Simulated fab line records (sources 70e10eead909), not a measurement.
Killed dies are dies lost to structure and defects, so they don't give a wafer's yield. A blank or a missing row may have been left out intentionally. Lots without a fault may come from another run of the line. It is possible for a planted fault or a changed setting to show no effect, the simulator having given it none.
Which of the tools did it? :: flow nand_harc :: 13 lots, 39 wafers sampled, at 5 steps of a route of 1302

== WHAT EACH GAUGE READ, for each wafer ==
NHARC_A_SLIT_CD_MEAS_09 targets a cd of 300 nm.
lot: L165
measured: day 19 07:59
on: cd_sem-03
cd_nm (nm): 300.4 300.8 300.7

lot: L167
measured: day 20 10:45
on: cd_sem-01
cd_nm (nm): 299.0 299.0 299.1

lot: L168
measured: day 20 10:55
on: cd_sem-03
cd_nm (nm): 299.5 300.5 301.1

lot: L170
measured: day 21 18:58
on: cd_sem-03
cd_nm (nm): 298.6 299.5 299.9

lot: L177
measured: day 24 22:16
on: cd_sem-03
cd_nm (nm): 300.6 300.3 299.7

lot: L178
measured: day 25 21:05
on: cd_sem-02
cd_nm (nm): 300.3 299.7 300.2

lot: L182
measured: day 27 00:20
on: cd_sem-01
cd_nm (nm): 299.7 299.8 300.1

lot: L184
measured: day 27 14:11
on: cd_sem-03
cd_nm (nm): 300.1 299.7 299.6

lot: L185
measured: day 27 17:13
on: cd_sem-03
cd_nm (nm): 299.6 299.8 299.3

lot: L183
measured: day 27 17:39
on: cd_sem-03
cd_nm (nm): 300.7 299.7 299.7

lot: L186
measured: day 28 03:14
on: cd_sem-03
cd_nm (nm): 299.8 299.5 299.8

lot: L188
measured: day 28 20:27
on: cd_sem-03
cd_nm (nm): 299.8 300.1 299.5

lot: L187
measured: day 28 20:44
on: cd_sem-03
cd_nm (nm): 299.7 300.3 300.3

NHARC_END_SORT_01.
lot: L177
measured: day 29 21:49
on: prober-01
killed_at_array: 675 675 672
killed_at_other: 1 0 0
killed_at_periphery: 1 2 5
killed_dies: 677 677 677
killed_open: 3 4 2
killed_short: 3 3 1

lot: L178
measured: day 30 17:01
on: prober-01
killed_at_array: 674 672 676
killed_at_other: 0 1 0
killed_at_periphery: 3 4 1
killed_dies: 677 677 677
killed_open: 2 5 3
killed_short: 2 4 3

lot: L185
measured: day 32 07:53
on: prober-01
killed_at_array: 65 66 58
killed_at_other: 1 1 2
killed_at_periphery: 6 7 8
killed_dies: 72 74 68
killed_open: 6 5 6
killed_short: 1 1 3

== WHICH TOOL RAN EACH LOT (tool, then ch and the chambers of the sampled wafers, then the start) ==
lot: L165
NHARC_A_SLIT_STRIP_18: rie_diel-07 ch 0,1,3, day 19 22:56 or earlier
NHARC_A_WL_FILL_CVD_03: cvd_w-01 ch 0,1, day 19 22:56
NHARC_A_WL_FILL_ALD_10: ald_hk-04 ch 0,1,2, day 20 04:18

lot: L167
NHARC_A_SLIT_STRIP_18: rie_diel-08 ch 1,3, day 21 00:44 or earlier
NHARC_A_WL_FILL_CVD_03: cvd_w-01 ch 0,1, day 21 00:44
NHARC_A_WL_FILL_ALD_10: ald_hk-03 ch 2,3, day 21 07:58

lot: L168
NHARC_A_SLIT_STRIP_18: rie_diel-11 ch 0,2,3, day 21 01:06 or earlier
NHARC_A_WL_FILL_CVD_03: cvd_w-01 ch 0,1, day 21 01:06
NHARC_A_WL_FILL_ALD_10: ald_hk-04 ch 0,1,2, day 21 07:28

lot: L170
NHARC_A_SLIT_STRIP_18: rie_diel-08 ch 0,2,3, day 22 09:06 or earlier
NHARC_A_WL_FILL_CVD_03: cvd_w-01 ch 0,1, day 22 09:06
NHARC_A_WL_FILL_ALD_10: ald_hk-02 ch 1,2,3, day 22 18:16

lot: L177
NHARC_A_SLIT_STRIP_18: rie_diel-11 ch 0,1,2, day 25 14:01 or earlier
NHARC_A_WL_FILL_CVD_03: cvd_w-01 ch 0,1, day 25 14:01
NHARC_A_WL_FILL_ALD_10: ald_hk-03 ch 0,1,3, day 25 21:26

lot: L178
NHARC_A_SLIT_STRIP_18: rie_diel-11 ch 0,1,3, day 26 12:10 or earlier
NHARC_A_WL_FILL_CVD_03: cvd_w-02 ch 0,1, day 26 12:10
NHARC_A_WL_FILL_ALD_10: ald_hk-02 ch 1,2,3, day 26 18:49

lot: L182
NHARC_A_SLIT_STRIP_18: rie_diel-11 ch 0,1,3, day 27 14:37 or earlier
NHARC_A_WL_FILL_CVD_03: cvd_w-01 ch 0,1, day 27 14:37
NHARC_A_WL_FILL_ALD_10: ald_hk-04 ch 0,2,3, day 27 21:08

lot: L184
NHARC_A_SLIT_STRIP_18: rie_diel-11 ch 0,2,3, day 28 04:17 or earlier
NHARC_A_WL_FILL_CVD_03: cvd_w-01 ch 0,1, day 28 04:17
NHARC_A_WL_FILL_ALD_10: ald_hk-02 ch 0,2,3, day 28 13:27

lot: L185
NHARC_A_SLIT_STRIP_18: rie_diel-08 ch 0,2,3, day 28 07:19 or earlier
NHARC_A_WL_FILL_CVD_03: cvd_w-01 ch 0,1, day 28 07:19
NHARC_A_WL_FILL_ALD_10: ald_hk-04 ch 0,2,3, day 28 15:05

lot: L183
NHARC_A_SLIT_STRIP_18: rie_diel-07 ch 0,1,2, day 28 07:24 or earlier
NHARC_A_WL_FILL_CVD_03: cvd_w-02 ch 0,1, day 28 07:24
NHARC_A_WL_FILL_ALD_10: ald_hk-03 ch 0,1,2, day 28 16:11

lot: L186
NHARC_A_SLIT_STRIP_18: rie_diel-08 ch 0,1,2, day 28 18:23 or earlier
NHARC_A_WL_FILL_CVD_03: cvd_w-01 ch 0,1, day 28 18:23
NHARC_A_WL_FILL_ALD_10: ald_hk-04 ch 0,2,3, day 29 04:32

lot: L188
NHARC_A_SLIT_STRIP_18: rie_diel-08 ch 2,3, day 29 10:48 or earlier
NHARC_A_WL_FILL_CVD_03: cvd_w-01 ch 0,1, day 29 10:48
NHARC_A_WL_FILL_ALD_10: ald_hk-02 ch 0,1,3, day 29 16:31

lot: L187
NHARC_A_SLIT_STRIP_18: rie_diel-07 ch 0,2, day 29 10:34 or earlier
NHARC_A_WL_FILL_CVD_03: cvd_w-02 ch 0,1, day 29 10:34
NHARC_A_WL_FILL_ALD_10: ald_hk-03 ch 1,3, day 29 16:31
- NHARC_A_SLIT_STRIP_18: strips in O2.
- NHARC_A_WL_FILL_CVD_03: deposits W, target thk 40 nm, time 279 s.
- NHARC_A_WL_FILL_ALD_10: deposits SiO2, target thk 50 nm, pulse time 10 s, ald cycles 500.

== AS READ BY THE TOOLS THEMSELVES (means over the sampled wafers that have a number; for cases with no such wafer, the mark the record gives instead) ==
NHARC_A_SLIT_STRIP_18.
lot: L165
tool: rie_diel-07
drypump_motor_current_A (A): 6.0
oes_product_au (a.u.): 0.997
rf_vpp_V (V): 57.5
showerhead_plenum_p_Torr (Torr): 3.50
throttle_valve_pct (%): 17.041

lot: L167
tool: rie_diel-08
drypump_motor_current_A (A): 5.3
oes_product_au (a.u.): 1.016
rf_vpp_V (V): 58.5
showerhead_plenum_p_Torr (Torr): 3.56
throttle_valve_pct (%): 17.034

lot: L168
tool: rie_diel-11
drypump_motor_current_A (A): 6.2
oes_product_au (a.u.): 0.994
rf_vpp_V (V): 57.7
showerhead_plenum_p_Torr (Torr): 3.53
throttle_valve_pct (%): 17.035

lot: L170
tool: rie_diel-08
drypump_motor_current_A (A): 6.0
oes_product_au (a.u.): 1.016
rf_vpp_V (V): 58.4
showerhead_plenum_p_Torr (Torr): 3.65
throttle_valve_pct (%): 17.039

lot: L177
tool: rie_diel-11
drypump_motor_current_A (A): 6.3
oes_product_au (a.u.): 1.004
rf_vpp_V (V): 58.7
showerhead_plenum_p_Torr (Torr): 3.60
throttle_valve_pct (%): 17.032

lot: L178
tool: rie_diel-11
drypump_motor_current_A (A): 6.3
oes_product_au (a.u.): 0.996
rf_vpp_V (V): 58.5
showerhead_plenum_p_Torr (Torr): 3.53
throttle_valve_pct (%): 17.031

lot: L182
tool: rie_diel-11
drypump_motor_current_A (A): 6.3
oes_product_au (a.u.): 1.006
rf_vpp_V (V): 57.9
showerhead_plenum_p_Torr (Torr): 3.53
throttle_valve_pct (%): 17.031

lot: L184
tool: rie_diel-11
drypump_motor_current_A (A): 6.1
oes_product_au (a.u.): 1.012
rf_vpp_V (V): 58.5
showerhead_plenum_p_Torr (Torr): 3.53
throttle_valve_pct (%): 17.039

lot: L185
tool: rie_diel-08
drypump_motor_current_A (A): 5.9
oes_product_au (a.u.): 1.005
rf_vpp_V (V): 58.4
showerhead_plenum_p_Torr (Torr): 3.65
throttle_valve_pct (%): 17.031

lot: L183
tool: rie_diel-07
drypump_motor_current_A (A): 5.8
oes_product_au (a.u.): 1.009
rf_vpp_V (V): 57.7
showerhead_plenum_p_Torr (Torr): 3.56
throttle_valve_pct (%): 17.044

lot: L186
tool: rie_diel-08
drypump_motor_current_A (A): 6.1
oes_product_au (a.u.): 0.994
rf_vpp_V (V): 58.7
showerhead_plenum_p_Torr (Torr): 3.71
throttle_valve_pct (%): 17.041

lot: L188
tool: rie_diel-08
drypump_motor_current_A (A): 5.7
oes_product_au (a.u.): 1.003
rf_vpp_V (V): 58.1
showerhead_plenum_p_Torr (Torr): 3.58
throttle_valve_pct (%): 17.041

lot: L187
tool: rie_diel-07
drypump_motor_current_A (A): 5.5
oes_product_au (a.u.): 0.991
rf_vpp_V (V): 57.4
showerhead_plenum_p_Torr (Torr): 3.48
throttle_valve_pct (%): 17.040

NHARC_A_WL_FILL_CVD_03.
lot: L165
tool: cvd_w-01
chamber_pressure_Torr (Torr): 39.95
heater_power_outer_w (W): 272
heater_power_w (W): 443
mfc_h2_sccm (sccm): 1602
throttle_valve_pct (%): 7.90

lot: L167
tool: cvd_w-01
chamber_pressure_Torr (Torr): 39.96
heater_power_outer_w (W): 274
heater_power_w (W): 447
mfc_h2_sccm (sccm): 1605
throttle_valve_pct (%): 7.97

lot: L168
tool: cvd_w-01
chamber_pressure_Torr (Torr): 39.98
heater_power_outer_w (W): 270
heater_power_w (W): 447
mfc_h2_sccm (sccm): 1601
throttle_valve_pct (%): 8.05

lot: L170
tool: cvd_w-01
chamber_pressure_Torr (Torr): 40.00
heater_power_outer_w (W): 261
heater_power_w (W): 437
mfc_h2_sccm (sccm): 1607
throttle_valve_pct (%): 8.08

lot: L177
tool: cvd_w-01
chamber_pressure_Torr (Torr): -
heater_power_outer_w (W): -
heater_power_w (W): -
mfc_h2_sccm (sccm): -
throttle_valve_pct (%): -

lot: L178
tool: cvd_w-02
chamber_pressure_Torr (Torr): -
heater_power_outer_w (W): -
heater_power_w (W): -
mfc_h2_sccm (sccm): -
throttle_valve_pct (%): -

lot: L182
tool: cvd_w-01
chamber_pressure_Torr (Torr): 40.01
heater_power_outer_w (W): 252
heater_power_w (W): 435
mfc_h2_sccm (sccm): 1600
throttle_valve_pct (%): 8.02

lot: L184
tool: cvd_w-01
chamber_pressure_Torr (Torr): 39.93
heater_power_outer_w (W): 250
heater_power_w (W): 427
mfc_h2_sccm (sccm): 1592
throttle_valve_pct (%): 8.20

lot: L185
tool: cvd_w-01
chamber_pressure_Torr (Torr): 40.02
heater_power_outer_w (W): 255
heater_power_w (W): 433
mfc_h2_sccm (sccm): 1598
throttle_valve_pct (%): 8.13

lot: L183
tool: cvd_w-02
chamber_pressure_Torr (Torr): 39.90
heater_power_outer_w (W): 301
heater_power_w (W): 533
mfc_h2_sccm (sccm): 1598
throttle_valve_pct (%): 8.00

lot: L186
tool: cvd_w-01
chamber_pressure_Torr (Torr): 40.00
heater_power_outer_w (W): 251
heater_power_w (W): 435
mfc_h2_sccm (sccm): 1598
throttle_valve_pct (%): 8.19

lot: L188
tool: cvd_w-01
chamber_pressure_Torr (Torr): 40.03
heater_power_outer_w (W): 254
heater_power_w (W): 429
mfc_h2_sccm (sccm): 1600
throttle_valve_pct (%): 8.23

lot: L187
tool: cvd_w-02
chamber_pressure_Torr (Torr): 40.00
heater_power_outer_w (W): 300
heater_power_w (W): 518
mfc_h2_sccm (sccm): 1603
throttle_valve_pct (%): 7.99

NHARC_A_WL_FILL_ALD_10.
lot: L165
tool: ald_hk-04
heater_power_w (W): 496
precursor_pulse_height_rel: 1.008

lot: L167
tool: ald_hk-03
heater_power_w (W): 497
precursor_pulse_height_rel: 0.988

lot: L168
tool: ald_hk-04
heater_power_w (W): 504
precursor_pulse_height_rel: 1.011

lot: L170
tool: ald_hk-02
heater_power_w (W): 462
precursor_pulse_height_rel: 1.006

lot: L177
tool: ald_hk-03
heater_power_w (W): 519
precursor_pulse_height_rel: 0.993

lot: L178
tool: ald_hk-02
heater_power_w (W): 481
precursor_pulse_height_rel: 0.998

lot: L182
tool: ald_hk-04
heater_power_w (W): 470
precursor_pulse_height_rel: 1.020

lot: L184
tool: ald_hk-02
heater_power_w (W): 455
precursor_pulse_height_rel: 1.000

lot: L185
tool: ald_hk-04
heater_power_w (W): 477
precursor_pulse_height_rel: 0.984

lot: L183
tool: ald_hk-03
heater_power_w (W): 506
precursor_pulse_height_rel: 1.015

lot: L186
tool: ald_hk-04
heater_power_w (W): 476
precursor_pulse_height_rel: 0.989

lot: L188
tool: ald_hk-02
heater_power_w (W): 479
precursor_pulse_height_rel: 1.023

lot: L187
tool: ald_hk-03
heater_power_w (W): 522
precursor_pulse_height_rel: 0.990

== THE ANSWER, worked out from the rows above alone ==
Rule: what is usual is taken from the lots themselves. The widest of any qualifying gaps counts: lots, ordered by their means at a reading, are off when they make up no more than a third of the lots, leave a main group of 4 or more, and stand apart from it by 3 or more times the standard deviation of that group's means. A main group whose means are all the same, to the digits that the tables above print for the reading, isn't used. Also off: a lot with no number at a reading for which 4 or more lots have one. Where the step has rows for the other lots, those lots are counted as sound. The gauges are gone through in route order, then the tools' own readings, and for those a lot's mean is taken as printed above. The first step at which some lot is off is used, and at that step the reading that is off furthest; a lot without a number counts as furthest.
Off at NHARC_A_WL_FILL_CVD_03 (chamber_pressure_Torr): L177, L178. Without a number there: L177, L178. Mean 39.98 Torr and standard deviation 0.039 in the main group.
If a tool, at that step or one of the process steps before it, ran each lot that is off and ran no sound lot following the first of them, it fits. Because NHARC_A_SLIT_STRIP_18 lacks a start for some lots, the hours and order of its lots are taken from NHARC_A_WL_FILL_CVD_03. No candidate that was tried fits.

== WHAT WAS PUT IN BY THE SIMULATOR ==
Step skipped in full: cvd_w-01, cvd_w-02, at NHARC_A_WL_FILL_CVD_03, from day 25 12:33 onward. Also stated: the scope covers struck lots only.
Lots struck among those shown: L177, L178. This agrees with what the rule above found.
